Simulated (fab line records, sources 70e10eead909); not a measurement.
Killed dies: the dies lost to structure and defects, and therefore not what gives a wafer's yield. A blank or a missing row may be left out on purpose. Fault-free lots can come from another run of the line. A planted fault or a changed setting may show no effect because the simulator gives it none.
Which tool did it? -- flow nand-harc -- 14 lots with 42 wafers sampled at 5 steps, on a route of 1159 steps

== WHAT EACH GAUGE READ, for each wafer ==
NHARC_P_M0_CD_MEAS_09: the cd target is 90 nm.
lot,measured,on,cd-nm (nm)
L428,day 5 20:58,cd-sem-03,90.5 90.3 90.8
L427,day 5 21:28,cd-sem-01,89.7 89.5 88.6
L430,day 6 05:10,cd-sem-01,89.9 91.5 89.5
L429,day 6 14:42,cd-sem-03,90.7 90.7 90.4
L433,day 7 00:20,cd-sem-02,89.8 90.0 90.2
L431,day 7 01:07,cd-sem-03,89.6 90.2 88.9
L432,day 7 02:05,cd-sem-01,90.1 90.2 90.8
L438,day 8 09:33,cd-sem-01,103.5 90.3 90.7
L443,day 9 17:22,cd-sem-03,102.2 103.9 90.0
L445,day 10 12:28,cd-sem-01,90.7 89.4 89.9
L446,day 10 19:38,cd-sem-02,88.9 89.2 89.0
L448,day 11 00:26,cd-sem-01,90.3 89.7 90.6
L449,day 11 09:23,cd-sem-03,89.3 89.9 89.7
L450,day 11 17:23,cd-sem-02,90.0 90.0 90.2

NHARC_P_M0_OVL_MEAS_10: pitch 180 nm.
lot,measured,on,overlay-x-nm (nm),overlay-y-nm (nm)
L428,day 5 21:04,overlay-01,0.6 0.6 1.0,0.3 0.0 -0.2
L427,day 5 21:33,overlay-01,-1.5 -1.4 -1.0,-1.4 -1.7 -1.6
L430,day 6 05:14,overlay-02,-0.2 -0.3 -0.2,0.2 -0.1 -0.1
L429,day 6 14:47,overlay-01,0.7 0.7 0.3,-0.9 -0.7 -0.3
L433,day 7 00:26,overlay-01,-0.4 -0.7 -0.4,-1.4 -1.7 -1.3
L431,day 7 01:13,overlay-01,-1.3 -1.0 -0.4,0.4 0.2 0.9
L432,day 7 02:10,overlay-01,1.1 1.1 1.3,1.1 0.9 1.0
L438,day 8 09:38,overlay-01,0.6 0.3 -0.1,-0.9 -1.1 -1.3
L443,day 9 17:27,overlay-02,-1.4 -0.9 -0.9,0.3 -0.2 0.0
L445,day 10 12:33,overlay-01,-0.3 0.1 0.3,0.0 0.3 0.1
L446,day 10 19:44,overlay-02,-1.0 -0.9 -1.4,-1.5 -1.2 -1.2
L448,day 11 00:31,overlay-02,1.0 0.7 0.5,-1.3 -1.2 -0.8
L449,day 11 09:28,overlay-02,0.0 0.2 0.4,0.1 -0.6 -0.6
L450,day 11 17:28,overlay-01,-0.4 0.6 -0.3,-0.9 -1.0 -1.5

== WHICH TOOL RAN EACH LOT (tool, then ch and the chambers of the sampled wafers, then the start) ==
lot,NHARC_P_GATE_RTA_82,NHARC_P_CONTACT_ETCH_35,NHARC_P_M0_PEB_07
L428,"rtp-anneal-01 ch 0, day 5 14:51","rie-diel-10 ch 0,1,3, day 5 16:55","litho-track-06 ch 0, day 5 20:53"
L427,"rtp-anneal-01 ch 0, day 5 15:10","rie-diel-10 ch 0,1,2, day 5 17:19","litho-track-01 ch 0, day 5 21:23"
L430,"rtp-anneal-01 ch 0, day 5 23:20","rie-diel-04 ch 0,2, day 6 01:16","litho-track-04 ch 0, day 6 05:04"
L429,"rtp-anneal-02 ch 0, day 6 01:41","rie-diel-04 ch 0,1, day 6 03:47","litho-track-04 ch 0, day 6 14:37"
L433,"rtp-anneal-02 ch 0, day 6 18:19","rie-diel-10 ch 1,2,3, day 6 20:23","litho-track-06 ch 0, day 7 00:16"
L431,"rtp-anneal-01 ch 0, day 6 19:05","rie-diel-10 ch 0,1, day 6 21:02","litho-track-01 ch 0, day 7 01:02"
L432,"rtp-anneal-01 ch 0, day 6 19:43","rie-diel-10 ch 0,3, day 6 21:41","litho-track-06 ch 0, day 7 02:01"
L438,"rtp-anneal-02 ch 0, day 8 03:27","rie-diel-10 ch 2,3, day 8 05:32","litho-track-06 ch 0, day 8 09:28"
L443,"rtp-anneal-02 ch 0, day 9 08:43","rie-diel-10 ch 2,3, day 9 11:13","litho-track-06 ch 0, day 9 17:17"
L445,"rtp-anneal-01 ch 0, day 10 00:10","rie-diel-04 ch 1,2,3, day 10 02:06","litho-track-04 ch 0, day 10 12:23"
L446,"rtp-anneal-01 ch 0, day 10 09:13","rie-diel-04 ch 1,2,3, day 10 11:17","litho-track-01 ch 0, day 10 19:34"
L448,"rtp-anneal-02 ch 0, day 10 18:29","rie-diel-04 ch 0,1,3, day 10 20:32","litho-track-01 ch 0, day 11 00:22"
L449,"rtp-anneal-01 ch 0, day 10 23:13","rie-diel-04 ch 0,2,3, day 11 01:25","litho-track-04 ch 0, day 11 09:17"
L450,"rtp-anneal-01 ch 0, day 11 09:24","rie-diel-10 ch 0,2,3, day 11 11:34","litho-track-04 ch 0, day 11 17:17"
- NHARC_P_GATE_RTA_82: time 30 s.
- NHARC_P_CONTACT_ETCH_35: etches the open film in CF4, target depth 39 nm, time 65 s.
- NHARC_P_M0_PEB_07: peb time 65 s.

== AS READ BY THE TOOLS THEMSELVES (means over the sampled wafers that have a number; for cases with no such wafer, the mark the record gives instead) ==
NHARC_P_GATE_RTA_82.
lot,tool,lamp-power-pct (%),wafer_temp_C_max
L428,rtp-anneal-01,4.137,451.8
L427,rtp-anneal-01,4.138,451.6
L430,rtp-anneal-01,4.140,451.7
L429,rtp-anneal-02,4.182,452.0
L433,rtp-anneal-02,4.178,451.9
L431,rtp-anneal-01,4.135,451.9
L432,rtp-anneal-01,4.138,451.8
L438,rtp-anneal-02,4.179,452.0
L443,rtp-anneal-02,4.182,452.1
L445,rtp-anneal-01,4.137,451.7
L446,rtp-anneal-01,4.140,452.2
L448,rtp-anneal-02,4.175,451.9
L449,rtp-anneal-01,4.140,451.9
L450,rtp-anneal-01,4.136,451.5

NHARC_P_CONTACT_ETCH_35.
lot,tool,drypump-motor-current-A (A),oes-product-au (a.u.),rf-vpp-V (V),showerhead-plenum-p-Torr (Torr),throttle-valve-pct (%)
L428,rie-diel-10,5.7,1.004,150.6,1.71,13.281
L427,rie-diel-10,5.9,0.999,151.1,1.75,13.287
L430,rie-diel-04,5.7,1.006,150.4,1.72,13.285
L429,rie-diel-04,5.8,1.001,151.1,1.71,13.282
L433,rie-diel-10,6.0,1.002,150.8,1.77,13.274
L431,rie-diel-10,5.8,1.000,150.7,1.71,13.286
L432,rie-diel-10,5.7,1.005,150.6,1.69,13.291
L438,rie-diel-10,6.1,0.998,152.3,1.81,13.287
L443,rie-diel-10,6.2,0.999,152.2,1.81,13.288
L445,rie-diel-04,6.2,0.997,151.8,1.75,13.289
L446,rie-diel-04,6.2,0.998,150.9,1.75,13.284
L448,rie-diel-04,5.9,1.002,150.3,1.70,13.278
L449,rie-diel-04,5.8,1.003,150.8,1.71,13.282
L450,rie-diel-10,5.9,0.994,151.1,1.75,13.284

NHARC_P_M0_PEB_07.
lot,tool,exhaust-pa (Pa),heater-power-total-W (W)
L428,litho-track-06,45.6,156.3
L427,litho-track-01,44.6,156.1
L430,litho-track-04,45.3,156.5
L429,litho-track-04,45.6,156.8
L433,litho-track-06,46.0,156.3
L431,litho-track-01,44.7,156.5
L432,litho-track-06,44.7,156.3
L438,litho-track-06,45.8,157.0
L443,litho-track-06,44.0,157.0
L445,litho-track-04,45.9,156.4
L446,litho-track-01,45.3,156.2
L448,litho-track-01,45.0,156.6
L449,litho-track-04,45.4,156.8
L450,litho-track-04,44.9,156.8

== THE ANSWER, worked out from the rows above alone ==
Rule: what is usual is taken from the lots themselves. Put in order of their means at a reading, lots are off if they are a third of the lots or fewer, leave a main group of 4 or more, and stand apart from it by a gap of 3 or more times the standard deviation of the main group's means; of several such gaps the widest counts. The tables above print the reading to a certain number of digits; a main group whose means all agree to those digits is not used. Also off: a lot with no number at a reading for which 4 or more lots have one. Where the step has rows for the other lots, those lots are counted as sound. Order of review: gauges by route order, followed by the tools' own readings, for which a lot's mean as printed above is used. At the first step where some lot is off, the reading lying furthest off is the one used; lots without a number count as furthest.
Off: L438, L443, at NHARC_P_M0_CD_MEAS_09 (cd-nm). Main group: mean 90.0 nm, sd 0.47.
A tool fits if, at a process step before that reading, it ran every lot that is off, and no sound lot after the first of them. Those tools and the gauges at NHARC_P_M0_CD_MEAS_09 are tried in the same way. One fits: litho-track-06 at NHARC_P_M0_PEB_07. Its last sound lot is L432 (day 7 02:01), its first lot that is off L438 (day 8 09:28): a fault that began between those two fits.

== WHAT THE SIMULATOR HAD PUT IN ==
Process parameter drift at NHARC_P_M0_PEB_07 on litho-track-06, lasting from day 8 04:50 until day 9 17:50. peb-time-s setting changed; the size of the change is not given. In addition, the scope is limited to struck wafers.
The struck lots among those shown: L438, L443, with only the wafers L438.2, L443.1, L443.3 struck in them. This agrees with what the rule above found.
